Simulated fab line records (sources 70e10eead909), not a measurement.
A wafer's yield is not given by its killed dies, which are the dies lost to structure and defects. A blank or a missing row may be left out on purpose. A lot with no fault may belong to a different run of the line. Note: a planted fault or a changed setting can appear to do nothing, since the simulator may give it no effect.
Which tool was responsible? || flow nand_harc || 27 wafers from 9 lots sampled at 6 of the route's 1302 steps

== WHAT THE GAUGES READ, wafer by wafer ==
NHARC_END_WLT_00.
{"lot": "L258", "measured": "day 26 11:36", "on": "prober-01", "VT_DECK1_BOTTOM": "0.875 0.871 0.865", "VT_DECK1_BOTTOM_INNER": "0.877 0.868 0.867", "VT_DECK1_MEDIAN_NEAR_BOTTOM": "0.876 0.865 0.864", "VT_DECK1_MEDIAN_NEAR_BOTTOM_INNER": "0.877 0.860 0.865", "VT_DECK1_MIDDLE": "0.882 0.878 0.882", "VT_DECK1_MIDDLE_INNER": "0.881 0.870 0.894", "VT_DECK1_TOP": "0.891 0.894 0.895", "VT_DECK1_TOP_INNER": "0.890 0.884 0.891", "VT_DECK2_BOTTOM": "0.880 0.874 0.876", "VT_DECK2_BOTTOM_INNER": "0.874 0.879 0.872", "VT_DECK2_MEDIAN_NEAR_BOTTOM": "0.881 0.886 0.883", "VT_DECK2_MEDIAN_NEAR_BOTTOM_INNER": "0.872 0.868 0.880", "VT_DECK2_MIDDLE": "0.889 0.899 0.893", "VT_DECK2_MIDDLE_INNER": "0.894 0.893 0.889", "VT_DECK2_TOP": "0.901 0.907 0.906", "VT_DECK2_TOP_INNER": "0.902 0.910 0.901"}
{"lot": "L263", "measured": "day 27 18:49", "on": "prober-02", "VT_DECK1_BOTTOM": "0.863 0.866 0.864", "VT_DECK1_BOTTOM_INNER": "0.865 0.864 0.872", "VT_DECK1_MEDIAN_NEAR_BOTTOM": "0.871 0.853 0.862", "VT_DECK1_MEDIAN_NEAR_BOTTOM_INNER": "0.868 0.862 0.873", "VT_DECK1_MIDDLE": "0.872 0.885 0.881", "VT_DECK1_MIDDLE_INNER": "0.877 0.878 0.877", "VT_DECK1_TOP": "0.885 0.889 0.889", "VT_DECK1_TOP_INNER": "0.894 0.892 0.896", "VT_DECK2_BOTTOM": "0.868 0.866 0.862", "VT_DECK2_BOTTOM_INNER": "0.869 0.874 0.862", "VT_DECK2_MEDIAN_NEAR_BOTTOM": "0.867 0.869 0.868", "VT_DECK2_MEDIAN_NEAR_BOTTOM_INNER": "0.864 0.863 0.865", "VT_DECK2_MIDDLE": "0.876 0.879 0.873", "VT_DECK2_MIDDLE_INNER": "0.881 0.880 0.881", "VT_DECK2_TOP": "0.891 0.890 0.894", "VT_DECK2_TOP_INNER": "0.896 0.904 0.892"}
{"lot": "L262", "measured": "day 27 11:04", "on": "prober-02", "VT_DECK1_BOTTOM": "0.873 0.876 0.868", "VT_DECK1_BOTTOM_INNER": "0.864 0.871 0.869", "VT_DECK1_MEDIAN_NEAR_BOTTOM": "0.868 0.869 0.867", "VT_DECK1_MEDIAN_NEAR_BOTTOM_INNER": "0.873 0.869 0.869", "VT_DECK1_MIDDLE": "0.883 0.891 0.883", "VT_DECK1_MIDDLE_INNER": "0.891 0.882 0.886", "VT_DECK1_TOP": "0.897 0.903 0.909", "VT_DECK1_TOP_INNER": "0.899 0.903 0.898", "VT_DECK2_BOTTOM": "0.876 0.865 0.861", "VT_DECK2_BOTTOM_INNER": "0.872 0.872 0.867", "VT_DECK2_MEDIAN_NEAR_BOTTOM": "0.874 0.875 0.864", "VT_DECK2_MEDIAN_NEAR_BOTTOM_INNER": "0.871 0.868 0.867", "VT_DECK2_MIDDLE": "0.885 0.884 0.876", "VT_DECK2_MIDDLE_INNER": "0.885 0.881 0.878", "VT_DECK2_TOP": "0.894 0.889 0.886", "VT_DECK2_TOP_INNER": "0.887 0.895 0.902"}
{"lot": "L266", "measured": "day 29 20:26", "on": "prober-02", "VT_DECK1_BOTTOM": "0.870 0.860 0.868", "VT_DECK1_BOTTOM_INNER": "0.865 0.865 0.868", "VT_DECK1_MEDIAN_NEAR_BOTTOM": "0.856 0.867 0.863", "VT_DECK1_MEDIAN_NEAR_BOTTOM_INNER": "0.863 0.864 0.868", "VT_DECK1_MIDDLE": "0.883 0.879 0.882", "VT_DECK1_MIDDLE_INNER": "0.881 0.876 0.868", "VT_DECK1_TOP": "0.889 0.899 0.888", "VT_DECK1_TOP_INNER": "0.899 0.894 0.890", "VT_DECK2_BOTTOM": "0.881 0.867 0.876", "VT_DECK2_BOTTOM_INNER": "0.875 0.881 0.877", "VT_DECK2_MEDIAN_NEAR_BOTTOM": "0.877 0.884 0.891", "VT_DECK2_MEDIAN_NEAR_BOTTOM_INNER": "0.872 0.884 0.878", "VT_DECK2_MIDDLE": "0.884 0.884 0.889", "VT_DECK2_MIDDLE_INNER": "0.885 0.887 0.884", "VT_DECK2_TOP": "0.905 0.903 0.897", "VT_DECK2_TOP_INNER": "0.905 0.903 0.904"}
{"lot": "L268", "measured": "day 29 11:08", "on": "prober-01", "VT_DECK1_BOTTOM": "0.875 0.873 0.870", "VT_DECK1_BOTTOM_INNER": "0.884 0.868 0.869", "VT_DECK1_MEDIAN_NEAR_BOTTOM": "0.884 0.862 0.885", "VT_DECK1_MEDIAN_NEAR_BOTTOM_INNER": "0.875 0.871 0.869", "VT_DECK1_MIDDLE": "0.894 0.889 0.887", "VT_DECK1_MIDDLE_INNER": "0.895 0.891 0.885", "VT_DECK1_TOP": "0.907 0.905 0.898", "VT_DECK1_TOP_INNER": "0.903 0.909 0.896", "VT_DECK2_BOTTOM": "0.861 0.873 0.879", "VT_DECK2_BOTTOM_INNER": "0.868 0.873 0.872", "VT_DECK2_MEDIAN_NEAR_BOTTOM": "0.873 0.873 0.876", "VT_DECK2_MEDIAN_NEAR_BOTTOM_INNER": "0.878 0.861 0.867", "VT_DECK2_MIDDLE": "0.887 0.877 0.889", "VT_DECK2_MIDDLE_INNER": "0.883 0.883 0.884", "VT_DECK2_TOP": "0.897 0.902 0.889", "VT_DECK2_TOP_INNER": "0.891 0.891 0.889"}
{"lot": "L270", "measured": "day 30 11:10", "on": "prober-01", "VT_DECK1_BOTTOM": "0.925 0.921 0.923 0.922 0.915 0.924", "VT_DECK1_BOTTOM_INNER": "0.915 0.928 0.918 0.923 0.924 0.919", "VT_DECK1_MEDIAN_NEAR_BOTTOM": "0.925 0.927 0.922 0.920 0.922 0.927", "VT_DECK1_MEDIAN_NEAR_BOTTOM_INNER": "0.924 0.924 0.919 0.928 0.925 0.925", "VT_DECK1_MIDDLE": "0.938 0.937 0.943 0.938 0.952 0.945", "VT_DECK1_MIDDLE_INNER": "0.941 0.945 0.940 0.947 0.946 0.941", "VT_DECK1_TOP": "0.969 0.966 0.972 0.962 0.964 0.968", "VT_DECK1_TOP_INNER": "0.952 0.957 0.966 0.968 0.962 0.960", "VT_DECK2_BOTTOM": "0.876 0.875 0.873 0.876 0.872 0.869", "VT_DECK2_BOTTOM_INNER": "0.881 0.877 0.872 0.880 0.878 0.874", "VT_DECK2_MEDIAN_NEAR_BOTTOM": "0.880 0.878 0.877 0.888 0.875 0.871", "VT_DECK2_MEDIAN_NEAR_BOTTOM_INNER": "0.873 0.884 0.873 0.881 0.875 0.870", "VT_DECK2_MIDDLE": "0.882 0.887 0.887 0.889 0.893 0.895", "VT_DECK2_MIDDLE_INNER": "0.892 0.890 0.884 0.887 0.883 0.895", "VT_DECK2_TOP": "0.901 0.905 0.893 0.902 0.893 0.896", "VT_DECK2_TOP_INNER": "0.896 0.896 0.902 0.908 0.900 0.903"}
{"lot": "L269", "measured": "day 30 11:40", "on": "prober-02", "VT_DECK1_BOTTOM": "0.929 0.934 0.945 0.928 0.931 0.944", "VT_DECK1_BOTTOM_INNER": "0.924 0.936 0.932 0.923 0.928 0.930", "VT_DECK1_MEDIAN_NEAR_BOTTOM": "0.935 0.933 0.950 0.931 0.940 0.941", "VT_DECK1_MEDIAN_NEAR_BOTTOM_INNER": "0.921 0.934 0.934 0.925 0.934 0.939", "VT_DECK1_MIDDLE": "0.948 0.955 0.954 0.949 0.951 0.950", "VT_DECK1_MIDDLE_INNER": "0.956 0.952 0.949 0.947 0.955 0.953", "VT_DECK1_TOP": "0.968 0.965 0.971 0.969 0.963 0.975", "VT_DECK1_TOP_INNER": "0.967 0.973 0.971 0.960 0.969 0.979", "VT_DECK2_BOTTOM": "0.865 0.871 0.867 0.872 0.866 0.872", "VT_DECK2_BOTTOM_INNER": "0.867 0.871 0.871 0.867 0.876 0.862", "VT_DECK2_MEDIAN_NEAR_BOTTOM": "0.866 0.883 0.878 0.863 0.873 0.870", "VT_DECK2_MEDIAN_NEAR_BOTTOM_INNER": "0.864 0.872 0.869 0.867 0.877 0.875", "VT_DECK2_MIDDLE": "0.884 0.892 0.883 0.886 0.889 0.881", "VT_DECK2_MIDDLE_INNER": "0.890 0.881 0.885 0.884 0.892 0.883", "VT_DECK2_TOP": "0.895 0.900 0.897 0.896 0.893 0.904", "VT_DECK2_TOP_INNER": "0.901 0.904 0.886 0.890 0.905 0.899"}
{"lot": "L271", "measured": "day 30 20:00", "on": "prober-01", "VT_DECK1_BOTTOM": "0.928 0.933 0.932 0.921 0.934 0.943", "VT_DECK1_BOTTOM_INNER": "0.937 0.930 0.939 0.926 0.931 0.936", "VT_DECK1_MEDIAN_NEAR_BOTTOM": "0.930 0.933 0.930 0.941 0.933 0.932", "VT_DECK1_MEDIAN_NEAR_BOTTOM_INNER": "0.934 0.936 0.932 0.941 0.924 0.935", "VT_DECK1_MIDDLE": "0.954 0.959 0.955 0.948 0.946 0.950", "VT_DECK1_MIDDLE_INNER": "0.947 0.958 0.950 0.945 0.952 0.950", "VT_DECK1_TOP": "0.957 0.956 0.968 0.958 0.959 0.965", "VT_DECK1_TOP_INNER": "0.957 0.966 0.956 0.963 0.963 0.959", "VT_DECK2_BOTTOM": "0.863 0.880 0.857 0.866 0.885 0.870", "VT_DECK2_BOTTOM_INNER": "0.859 0.867 0.866 0.863 0.874 0.870", "VT_DECK2_MEDIAN_NEAR_BOTTOM": "0.868 0.871 0.871 0.866 0.883 0.875", "VT_DECK2_MEDIAN_NEAR_BOTTOM_INNER": "0.870 0.871 0.873 0.867 0.873 0.871", "VT_DECK2_MIDDLE": "0.881 0.883 0.887 0.882 0.890 0.886", "VT_DECK2_MIDDLE_INNER": "0.879 0.880 0.877 0.882 0.887 0.892", "VT_DECK2_TOP": "0.896 0.902 0.893 0.897 0.895 0.892", "VT_DECK2_TOP_INNER": "0.895 0.893 0.891 0.900 0.893 0.894"}
{"lot": "L272", "measured": "day 30 18:55", "on": "prober-02", "VT_DECK1_BOTTOM": "0.858 0.881 0.882", "VT_DECK1_BOTTOM_INNER": "0.869 0.870 0.872", "VT_DECK1_MEDIAN_NEAR_BOTTOM": "0.870 0.872 0.875", "VT_DECK1_MEDIAN_NEAR_BOTTOM_INNER": "0.870 0.876 0.871", "VT_DECK1_MIDDLE": "0.877 0.883 0.881", "VT_DECK1_MIDDLE_INNER": "0.890 0.889 0.883", "VT_DECK1_TOP": "0.888 0.904 0.896", "VT_DECK1_TOP_INNER": "0.891 0.897 0.893", "VT_DECK2_BOTTOM": "0.871 0.870 0.864", "VT_DECK2_BOTTOM_INNER": "0.872 0.872 0.864", "VT_DECK2_MEDIAN_NEAR_BOTTOM": "0.872 0.873 0.857", "VT_DECK2_MEDIAN_NEAR_BOTTOM_INNER": "0.871 0.874 0.871", "VT_DECK2_MIDDLE": "0.878 0.882 0.879", "VT_DECK2_MIDDLE_INNER": "0.881 0.879 0.878", "VT_DECK2_TOP": "0.890 0.898 0.887", "VT_DECK2_TOP_INNER": "0.893 0.896 0.886"}

NHARC_END_SORT_01.
{"lot": "L258", "measured": "day 26 14:37", "on": "prober-01", "killed_at_array": "64 65 66", "killed_at_other": "1 0 0", "killed_at_periphery": "4 4 5", "killed_dies": "69 69 71", "killed_open": "2 6 1", "killed_short": "1 3 2"}
{"lot": "L263", "measured": "day 27 21:50", "on": "prober-02", "killed_at_array": "63 78 75", "killed_at_other": "2 2 2", "killed_at_periphery": "1 2 0", "killed_dies": "66 82 77", "killed_open": "1 6 2", "killed_short": "0 7 3"}
{"lot": "L262", "measured": "day 27 14:05", "on": "prober-02", "killed_at_array": "52 57 46", "killed_at_other": "1 0 0", "killed_at_periphery": "2 2 3", "killed_dies": "55 59 49", "killed_open": "6 4 4", "killed_short": "1 0 1"}
{"lot": "L266", "measured": "day 30 00:00", "on": "prober-02", "killed_at_array": "43 44 42", "killed_at_other": "0 0 1", "killed_at_periphery": "11 6 7", "killed_dies": "54 50 50", "killed_open": "3 0 5", "killed_short": "3 2 1"}
{"lot": "L268", "measured": "day 29 14:08", "on": "prober-01", "killed_at_array": "26 23 16", "killed_at_other": "2 1 0", "killed_at_periphery": "8 7 7", "killed_dies": "36 31 23", "killed_open": "2 2 0", "killed_short": "3 3 2"}
{"lot": "L270", "measured": "day 31 01:57", "on": "prober-01", "killed_at_array": "43 45 60", "killed_at_other": "0 0 1", "killed_at_periphery": "2 3 3", "killed_dies": "45 48 64", "killed_open": "5 2 5", "killed_short": "5 4 4"}
{"lot": "L269", "measured": "day 30 23:23", "on": "prober-02", "killed_at_array": "31 37 47", "killed_at_other": "0 0 0", "killed_at_periphery": "4 1 4", "killed_dies": "35 38 51", "killed_open": "5 1 0", "killed_short": "3 0 3"}
{"lot": "L271", "measured": "day 31 13:14", "on": "prober-01", "killed_at_array": "53 77 51", "killed_at_other": "0 0 0", "killed_at_periphery": "3 4 2", "killed_dies": "56 81 53", "killed_open": "2 7 3", "killed_short": "0 5 1"}
{"lot": "L272", "measured": "day 30 21:55", "on": "prober-02", "killed_at_array": "75 87 98", "killed_at_other": "0 0 0", "killed_at_periphery": "9 8 4", "killed_dies": "84 95 102", "killed_open": "5 1 0", "killed_short": "1 1 0"}

== WHICH TOOL RAN EACH LOT (tool, then ch and the chambers of the sampled wafers, then the start) ==
{"lot": "L258", "NHARC_A_CHANNEL_HOLE_D1_ETCH_44": "rie_diel-03 ch 0,2, day 10 03:01", "NHARC_A_CHANNEL_HOLE_D1_STRIP_27": "rie_diel-03 ch 1,2,3, day 10 03:54 or earlier", "NHARC_A_CHANNEL_HOLE_D1_XSEM_31": "xsem-01 ch 0, day 10 03:54", "NHARC_A_CHANNEL_FILL_D1_CVD_05": "lpcvd_poly-03 ch 0, day 11 06:55"}
{"lot": "L263", "NHARC_A_CHANNEL_HOLE_D1_ETCH_44": "rie_diel-03 ch 1,2, day 12 02:17", "NHARC_A_CHANNEL_HOLE_D1_STRIP_27": "rie_diel-03 ch 0,1,3, day 12 03:10 or earlier", "NHARC_A_CHANNEL_HOLE_D1_XSEM_31": "xsem-02 ch 0, day 12 03:10", "NHARC_A_CHANNEL_FILL_D1_CVD_05": "lpcvd_poly-03 ch 0, day 13 10:39"}
{"lot": "L262", "NHARC_A_CHANNEL_HOLE_D1_ETCH_44": "rie_diel-03 ch 0,1,2, day 12 02:56", "NHARC_A_CHANNEL_HOLE_D1_STRIP_27": "rie_diel-03 ch 0,2,3, day 12 03:49 or earlier", "NHARC_A_CHANNEL_HOLE_D1_XSEM_31": "xsem-01 ch 0, day 12 03:49", "NHARC_A_CHANNEL_FILL_D1_CVD_05": "lpcvd_poly-03 ch 0, day 13 10:39"}
{"lot": "L266", "NHARC_A_CHANNEL_HOLE_D1_ETCH_44": "rie_diel-03 ch 1,2, day 13 13:01", "NHARC_A_CHANNEL_HOLE_D1_STRIP_27": "rie_diel-03 ch 1,2,3, day 13 13:53 or earlier", "NHARC_A_CHANNEL_HOLE_D1_XSEM_31": "xsem-01 ch 0, day 13 13:53", "NHARC_A_CHANNEL_FILL_D1_CVD_05": "lpcvd_poly-03 ch 0, day 14 15:35"}
{"lot": "L268", "NHARC_A_CHANNEL_HOLE_D1_ETCH_44": "rie_diel-03 ch 0,1,2, day 14 03:34", "NHARC_A_CHANNEL_HOLE_D1_STRIP_27": "rie_diel-03 ch 1,2,3, day 14 04:28 or earlier", "NHARC_A_CHANNEL_HOLE_D1_XSEM_31": "xsem-01 ch 0, day 14 04:28", "NHARC_A_CHANNEL_FILL_D1_CVD_05": "lpcvd_poly-03 ch 0, day 15 07:19"}
{"lot": "L270", "NHARC_A_CHANNEL_HOLE_D1_ETCH_44": "rie_diel-03 ch 0,1,2, day 14 17:17", "NHARC_A_CHANNEL_HOLE_D1_STRIP_27": "rie_diel-03 ch 1,2, day 14 18:19 or earlier", "NHARC_A_CHANNEL_HOLE_D1_XSEM_31": "xsem-01 ch 0, day 14 18:19", "NHARC_A_CHANNEL_FILL_D1_CVD_05": "lpcvd_poly-03 ch 0, day 15 21:24"}
{"lot": "L269", "NHARC_A_CHANNEL_HOLE_D1_ETCH_44": "rie_diel-03 ch 1,2, day 14 19:37", "NHARC_A_CHANNEL_HOLE_D1_STRIP_27": "rie_diel-03 ch 0,1,2, day 14 20:38 or earlier", "NHARC_A_CHANNEL_HOLE_D1_XSEM_31": "xsem-02 ch 0, day 14 20:38", "NHARC_A_CHANNEL_FILL_D1_CVD_05": "lpcvd_poly-03 ch 0, day 15 21:24"}
{"lot": "L271", "NHARC_A_CHANNEL_HOLE_D1_ETCH_44": "rie_diel-07 ch 0,3, day 15 12:10", "NHARC_A_CHANNEL_HOLE_D1_STRIP_27": "rie_diel-07 ch 0,3, day 15 13:03 or earlier", "NHARC_A_CHANNEL_HOLE_D1_XSEM_31": "xsem-01 ch 0, day 15 13:03", "NHARC_A_CHANNEL_FILL_D1_CVD_05": "lpcvd_poly-03 ch 0, day 16 16:35"}
{"lot": "L272", "NHARC_A_CHANNEL_HOLE_D1_ETCH_44": "rie_diel-10 ch 0,1,3, day 15 17:43", "NHARC_A_CHANNEL_HOLE_D1_STRIP_27": "rie_diel-10 ch 0,1,3, day 15 18:44 or earlier", "NHARC_A_CHANNEL_HOLE_D1_XSEM_31": "xsem-02 ch 0, day 15 18:44", "NHARC_A_CHANNEL_FILL_D1_CVD_05": "lpcvd_poly-01 ch 0, day 16 23:15"}
- NHARC_A_CHANNEL_HOLE_D1_ETCH_44: etches the open film in CF4/O2, target depth 140 nm, overetch 14 nm, time 77 s.
- NHARC_A_CHANNEL_HOLE_D1_STRIP_27: strips in O2.
- NHARC_A_CHANNEL_HOLE_D1_XSEM_31
- NHARC_A_CHANNEL_FILL_D1_CVD_05: deposits poly-Si, target thk 5 nm.

== AS READ BY THE TOOLS THEMSELVES (means over the sampled wafers that have a number; for cases with no such wafer, the mark the record gives instead) ==
NHARC_A_CHANNEL_HOLE_D1_ETCH_44.
{"lot": "L258", "tool": "rie_diel-03", "drypump_motor_current_A (A)": 6.1, "oes_ar_750_au (a.u.)": 1.001, "oes_product_au (a.u.)": 1.003, "rf_vpp_V (V)": 197.0, "showerhead_plenum_p_Torr (Torr)": 1.31, "throttle_valve_pct (%)": 13.403}
{"lot": "L263", "tool": "rie_diel-03", "drypump_motor_current_A (A)": 6.2, "oes_ar_750_au (a.u.)": 1.003, "oes_product_au (a.u.)": 1.006, "rf_vpp_V (V)": 196.7, "showerhead_plenum_p_Torr (Torr)": 1.29, "throttle_valve_pct (%)": 13.395}
{"lot": "L262", "tool": "rie_diel-03", "drypump_motor_current_A (A)": 6.0, "oes_ar_750_au (a.u.)": 1.002, "oes_product_au (a.u.)": 1.006, "rf_vpp_V (V)": 197.6, "showerhead_plenum_p_Torr (Torr)": 1.32, "throttle_valve_pct (%)": 13.403}
{"lot": "L266", "tool": "rie_diel-03", "drypump_motor_current_A (A)": 6.2, "oes_ar_750_au (a.u.)": 1.002, "oes_product_au (a.u.)": 1.006, "rf_vpp_V (V)": 196.5, "showerhead_plenum_p_Torr (Torr)": 1.29, "throttle_valve_pct (%)": 13.408}
{"lot": "L268", "tool": "rie_diel-03", "drypump_motor_current_A (A)": 5.9, "oes_ar_750_au (a.u.)": 1.000, "oes_product_au (a.u.)": 1.006, "rf_vpp_V (V)": 197.1, "showerhead_plenum_p_Torr (Torr)": 1.31, "throttle_valve_pct (%)": 13.395}
{"lot": "L270", "tool": "rie_diel-03", "drypump_motor_current_A (A)": 6.0, "oes_ar_750_au (a.u.)": 0.996, "oes_product_au (a.u.)": 0.998, "rf_vpp_V (V)": 196.9, "showerhead_plenum_p_Torr (Torr)": 1.31, "throttle_valve_pct (%)": 13.395}
{"lot": "L269", "tool": "rie_diel-03", "drypump_motor_current_A (A)": 6.2, "oes_ar_750_au (a.u.)": 1.002, "oes_product_au (a.u.)": 1.001, "rf_vpp_V (V)": 197.3, "showerhead_plenum_p_Torr (Torr)": 1.29, "throttle_valve_pct (%)": 13.400}
{"lot": "L271", "tool": "rie_diel-07", "drypump_motor_current_A (A)": 5.8, "oes_ar_750_au (a.u.)": 1.004, "oes_product_au (a.u.)": 0.990, "rf_vpp_V (V)": 195.4, "showerhead_plenum_p_Torr (Torr)": 1.26, "throttle_valve_pct (%)": 13.399}
{"lot": "L272", "tool": "rie_diel-10", "drypump_motor_current_A (A)": 5.4, "oes_ar_750_au (a.u.)": 1.002, "oes_product_au (a.u.)": 1.002, "rf_vpp_V (V)": 196.3, "showerhead_plenum_p_Torr (Torr)": 1.30, "throttle_valve_pct (%)": 13.395}

NHARC_A_CHANNEL_HOLE_D1_STRIP_27.
{"lot": "L258", "tool": "rie_diel-03", "drypump_motor_current_A (A)": 6.1, "oes_product_au (a.u.)": 1.014, "rf_vpp_V (V)": 58.3, "showerhead_plenum_p_Torr (Torr)": 3.49, "throttle_valve_pct (%)": 17.036}
{"lot": "L263", "tool": "rie_diel-03", "drypump_motor_current_A (A)": 5.8, "oes_product_au (a.u.)": 1.001, "rf_vpp_V (V)": 58.4, "showerhead_plenum_p_Torr (Torr)": 3.56, "throttle_valve_pct (%)": 17.043}
{"lot": "L262", "tool": "rie_diel-03", "drypump_motor_current_A (A)": 5.9, "oes_product_au (a.u.)": 1.017, "rf_vpp_V (V)": 56.7, "showerhead_plenum_p_Torr (Torr)": 3.54, "throttle_valve_pct (%)": 17.032}
{"lot": "L266", "tool": "rie_diel-03", "drypump_motor_current_A (A)": 6.0, "oes_product_au (a.u.)": 0.996, "rf_vpp_V (V)": 57.2, "showerhead_plenum_p_Torr (Torr)": 3.49, "throttle_valve_pct (%)": 17.041}
{"lot": "L268", "tool": "rie_diel-03", "drypump_motor_current_A (A)": 6.1, "oes_product_au (a.u.)": 0.998, "rf_vpp_V (V)": 57.3, "showerhead_plenum_p_Torr (Torr)": 3.48, "throttle_valve_pct (%)": 17.042}
{"lot": "L270", "tool": "rie_diel-03", "drypump_motor_current_A (A)": 6.2, "oes_product_au (a.u.)": 1.003, "rf_vpp_V (V)": 57.2, "showerhead_plenum_p_Torr (Torr)": 3.41, "throttle_valve_pct (%)": 17.041}
{"lot": "L269", "tool": "rie_diel-03", "drypump_motor_current_A (A)": 6.0, "oes_product_au (a.u.)": 0.993, "rf_vpp_V (V)": 57.6, "showerhead_plenum_p_Torr (Torr)": 3.47, "throttle_valve_pct (%)": 17.036}
{"lot": "L271", "tool": "rie_diel-07", "drypump_motor_current_A (A)": 5.8, "oes_product_au (a.u.)": 0.980, "rf_vpp_V (V)": 57.5, "showerhead_plenum_p_Torr (Torr)": 3.35, "throttle_valve_pct (%)": 17.033}
{"lot": "L272", "tool": "rie_diel-10", "drypump_motor_current_A (A)": 5.4, "oes_product_au (a.u.)": 1.004, "rf_vpp_V (V)": 57.9, "showerhead_plenum_p_Torr (Torr)": 3.45, "throttle_valve_pct (%)": 17.027}

NHARC_A_CHANNEL_HOLE_D1_XSEM_31.
{"lot": "L258", "tool": "xsem-01", "bot_cd_nm (nm)": 75.2, "bow_nm (nm)": 8.77, "tilt_deg (degrees)": 0.09}
{"lot": "L263", "tool": "xsem-02", "bot_cd_nm (nm)": 74.0, "bow_nm (nm)": 8.73, "tilt_deg (degrees)": 0.13}
{"lot": "L262", "tool": "xsem-01", "bot_cd_nm (nm)": 74.0, "bow_nm (nm)": 8.62, "tilt_deg (degrees)": 0.11}
{"lot": "L266", "tool": "xsem-01", "bot_cd_nm (nm)": 72.8, "bow_nm (nm)": 8.50, "tilt_deg (degrees)": 0.03}
{"lot": "L268", "tool": "xsem-01", "bot_cd_nm (nm)": 73.8, "bow_nm (nm)": 8.84, "tilt_deg (degrees)": 0.08}
{"lot": "L270", "tool": "xsem-01", "bot_cd_nm (nm)": 71.7, "bow_nm (nm)": 8.86, "tilt_deg (degrees)": 0.07}
{"lot": "L269", "tool": "xsem-02", "bot_cd_nm (nm)": 73.8, "bow_nm (nm)": 8.73, "tilt_deg (degrees)": 0.05}
{"lot": "L271", "tool": "xsem-01", "bot_cd_nm (nm)": 74.9, "bow_nm (nm)": 8.69, "tilt_deg (degrees)": 0.13}
{"lot": "L272", "tool": "xsem-02", "bot_cd_nm (nm)": 74.9, "bow_nm (nm)": 8.46, "tilt_deg (degrees)": 0.03}

NHARC_A_CHANNEL_FILL_D1_CVD_05.
{"lot": "L258", "tool": "lpcvd_poly-03", "spike_tc_bottom_C (C)": 574.1, "spike_tc_centre_C (C)": 550.8, "spike_tc_lower_C (C)": 550.1, "spike_tc_top_C (C)": 567.6, "spike_tc_upper_C (C)": 549.1}
{"lot": "L263", "tool": "lpcvd_poly-03", "spike_tc_bottom_C (C)": 573.2, "spike_tc_centre_C (C)": 550.1, "spike_tc_lower_C (C)": 549.9, "spike_tc_top_C (C)": 568.0, "spike_tc_upper_C (C)": 548.7}
{"lot": "L262", "tool": "lpcvd_poly-03", "spike_tc_bottom_C (C)": 575.3, "spike_tc_centre_C (C)": 549.5, "spike_tc_lower_C (C)": 549.4, "spike_tc_top_C (C)": 568.2, "spike_tc_upper_C (C)": 550.3}
{"lot": "L266", "tool": "lpcvd_poly-03", "spike_tc_bottom_C (C)": 574.3, "spike_tc_centre_C (C)": 550.4, "spike_tc_lower_C (C)": 549.4, "spike_tc_top_C (C)": 569.1, "spike_tc_upper_C (C)": 549.9}
{"lot": "L268", "tool": "lpcvd_poly-03", "spike_tc_bottom_C (C)": 573.5, "spike_tc_centre_C (C)": 550.1, "spike_tc_lower_C (C)": 549.2, "spike_tc_top_C (C)": 567.9, "spike_tc_upper_C (C)": 549.3}
{"lot": "L270", "tool": "lpcvd_poly-03", "spike_tc_bottom_C (C)": 584.5, "spike_tc_centre_C (C)": 559.2, "spike_tc_lower_C (C)": 560.6, "spike_tc_top_C (C)": 578.1, "spike_tc_upper_C (C)": 560.0}
{"lot": "L269", "tool": "lpcvd_poly-03", "spike_tc_bottom_C (C)": 584.3, "spike_tc_centre_C (C)": 560.3, "spike_tc_lower_C (C)": 560.2, "spike_tc_top_C (C)": 577.8, "spike_tc_upper_C (C)": 559.4}
{"lot": "L271", "tool": "lpcvd_poly-03", "spike_tc_bottom_C (C)": 585.0, "spike_tc_centre_C (C)": 560.6, "spike_tc_lower_C (C)": 560.8, "spike_tc_top_C (C)": 578.3, "spike_tc_upper_C (C)": 559.9}
{"lot": "L272", "tool": "lpcvd_poly-01", "spike_tc_bottom_C (C)": 572.5, "spike_tc_centre_C (C)": 552.4, "spike_tc_lower_C (C)": 549.0, "spike_tc_top_C (C)": 570.1, "spike_tc_upper_C (C)": 548.6}

== THE ANSWER, worked out from the rows above alone ==
Rule: the lots themselves supply what counts as usual. The widest of any qualifying gaps counts: lots, ordered by their means at a reading, are off when they make up no more than a third of the lots, leave a main group of 4 or more, and stand apart from it by 3 or more times the standard deviation of that group's means. A main group is skipped when, at the precision printed for the reading in the tables above, its means are all equal. Also off: a lot with no number at a reading for which 4 or more lots have one. Any other lot the step has rows for is counted as sound. After the gauges, taken in route order, come the tools' own readings; for these a lot's mean is taken, as printed above. The first step at which some lot is off is used, and at that step the reading that is off furthest; a lot without a number counts as furthest.
Off: L270, L269, L271, seen at NHARC_END_WLT_00 (VT_DECK1_MEDIAN_NEAR_BOTTOM_INNER). The main group: mean 0.869, standard deviation 0.0026.
If a tool, at a process step before that reading, ran all the lots that are off and no sound lot after the first of them, it fits. The gauges at NHARC_END_WLT_00 aren't tried: what is off there is off at NHARC_A_CHANNEL_FILL_D1_CVD_05 too, on other tools, and a gauge's error can't cause that. With no start given for some of its lots, NHARC_A_CHANNEL_HOLE_D1_STRIP_27 uses the hours and lot order of NHARC_A_CHANNEL_HOLE_D1_XSEM_31. One fits: NHARC_A_CHANNEL_FILL_D1_CVD_05 on lpcvd_poly-03. A fault onset in the window from L268 (day 15 07:19, its last sound lot) to L269 (day 15 21:24, its first lot off) fits.
The tool's own readings at NHARC_A_CHANNEL_FILL_D1_CVD_05 bear it out: on the lots that are off they differ by more than 5 times the standard deviation of the sound lots' means. spike_tc_bottom_C reads 584.6 C there against 573.8 C on the sound lots; spike_tc_centre_C reads 560.0 C there against 550.5 C on the sound lots; spike_tc_lower_C reads 560.5 C there against 549.5 C on the sound lots; spike_tc_top_C reads 578.1 C there against 568.5 C on the sound lots; spike_tc_upper_C reads 559.8 C there against 549.3 C on the sound lots.

== WHAT WAS PUT IN BY THE SIMULATOR ==
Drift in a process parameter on lpcvd_poly-03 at NHARC_A_CHANNEL_FILL_D1_CVD_05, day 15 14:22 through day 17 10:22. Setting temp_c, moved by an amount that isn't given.
Struck lots among those shown: L270, L269, L271. Same finding as the rule above.
